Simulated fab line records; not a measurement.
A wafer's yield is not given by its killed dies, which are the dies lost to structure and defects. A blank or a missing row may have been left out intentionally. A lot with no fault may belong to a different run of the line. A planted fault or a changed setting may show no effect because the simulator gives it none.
One fault through the eyes of 3 desks || flow n5 finfet || numbers are kept per desk, each desk with only its own; the story behind them comes last

## TOOL OWNER'S DESK, plasma asher-01
The tool's own readings at N5_BEOL_M12_STRIP_63 (strips in N2/H2): means of the sampled wafers that have a number, for each lot that ran on this tool. Any lot whose mean is over 4 standard deviations away from the usual mean is out of limits and marked OUT; that distance is given in the brackets.
Columns: A = drypump motor current A at N5_BEOL_M12_STRIP_63, usual 5.6 A; B = h2 flow sccm at N5_BEOL_M12_STRIP_63, usual 3251 sccm; C = heater power w at N5_BEOL_M12_STRIP_63, usual 324 W; D = oes product au at N5_BEOL_M12_STRIP_63, usual 0.692 a.u.; E = strip time to endpoint s at N5_BEOL_M12_STRIP_63, usual 42.5 s
{"lot": "L272", "first seen here": "day 11 05:54", "A": 5.4, "B": 3260, "C": 320, "D": 0.691, "E": 42.2}
{"lot": "L275", "first seen here": "day 11 10:47", "A": 5.0, "B": 3248, "C": 316, "D": 0.695, "E": 42.4}
{"lot": "L280", "first seen here": "day 12 22:58", "A": 5.0, "B": 3252, "C": 317, "D": 0.692, "E": 42.5}
{"lot": "L283", "first seen here": "day 13 10:48", "A": 5.0, "B": 3250, "C": 318, "D": 0.693, "E": 42.6}
{"lot": "L282", "first seen here": "day 13 11:22", "A": 5.0, "B": 3248, "C": 321, "D": 0.690, "E": 41.7}
{"lot": "L285", "first seen here": "day 13 19:52", "A": 5.4, "B": "3040 (-21) OUT", "C": 319, "D": 0.685, "E": 42.1}
{"lot": "L286", "first seen here": "day 14 06:07", "A": 5.7, "B": "2945 (-31) OUT", "C": 324, "D": 0.685, "E": 43.2}
This desk finds L285, L286 out of limits, L285 being first, at day 13 19:52 (h2 flow sccm at N5_BEOL_M12_STRIP_63). L272, L275, L280, L283, L282 stayed within limits.

## THE METROLOGY DESK
Lot by lot, what the gauges showed, no matter which tool ran the lot: averages of those sampled wafers that carry a number. Any lot whose mean is over 4 standard deviations away from the usual mean is out of limits and marked OUT; that distance is given in the brackets.
Columns: A = M11_THK at N5_BEOL_M11_THK_MEAS_53, usual 143.9 nm
{"lot": "L273", "first seen here": "day 11 01:12", "A": 146.0}
{"lot": "L274", "first seen here": "day 11 01:28", "A": 144.1}
{"lot": "L272", "first seen here": "day 11 04:54", "A": 145.4}
{"lot": "L275", "first seen here": "day 11 09:40", "A": 143.9}
{"lot": "L276", "first seen here": "day 11 09:56", "A": 143.1}
{"lot": "L277", "first seen here": "day 12 08:42", "A": 142.3}
{"lot": "L280", "first seen here": "day 12 21:36", "A": 144.7}
{"lot": "L283", "first seen here": "day 13 09:15", "A": 144.3}
{"lot": "L282", "first seen here": "day 13 10:06", "A": 145.1}
{"lot": "L284", "first seen here": "day 13 17:46", "A": 140.7}
{"lot": "L285", "first seen here": "day 13 18:49", "A": 142.2}
{"lot": "L286", "first seen here": "day 14 04:59", "A": 145.8}
Finding of this desk: none of the 12 lots has anything out of limits.

## THE DEFECT DESK
For each lot, the counts of the inspections along the route, averaged over the sampled wafers that have a number. Any lot whose mean is over 4 standard deviations away from the usual mean is out of limits and marked OUT; that distance is given in the brackets.
Columns: A = raw defect count at N5_BEOL_M11_INSPECT_58, usual 67
{"lot": "L273", "first seen here": "day 11 01:22", "A": 73}
{"lot": "L274", "first seen here": "day 11 01:37", "A": 70}
{"lot": "L272", "first seen here": "day 11 05:03", "A": 51}
{"lot": "L275", "first seen here": "day 11 09:49", "A": 50}
{"lot": "L276", "first seen here": "day 11 10:05", "A": 56}
{"lot": "L277", "first seen here": "day 12 08:52", "A": 82}
{"lot": "L280", "first seen here": "day 12 21:45", "A": 51}
{"lot": "L283", "first seen here": "day 13 09:27", "A": 59}
{"lot": "L282", "first seen here": "day 13 10:15", "A": 84}
{"lot": "L284", "first seen here": "day 13 17:56", "A": 48}
{"lot": "L285", "first seen here": "day 13 18:58", "A": 55}
{"lot": "L286", "first seen here": "day 14 05:08", "A": 63}
Finding of this desk: none of the 12 lots has anything out of limits.

## PUT TOGETHER
An alarm could have come from the tool owner's desk at day 13 19:52, on L285, L286.
From the metrology desk's view, nothing was out of limits.
Nothing the defect desk looked at was out of limits.
The metrology desk has L285, L286 on record, within its limits.
The defect desk has L285, L286 on record, within its limits.
The lots listed all ran N5_BEOL_M12_STRIP_63 on plasma asher-01.

## WHAT THE SIMULATOR HAD PUT IN
plasma asher-01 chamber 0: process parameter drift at N5_BEOL_M12_STRIP_63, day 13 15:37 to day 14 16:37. From 3250, the setting h2 flow sccm moved by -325. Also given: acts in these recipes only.
Shown lots that were struck: L285, L286.
Each desk's first reading out of limits, in hours after the fault started: the tool owner's desk, 4.
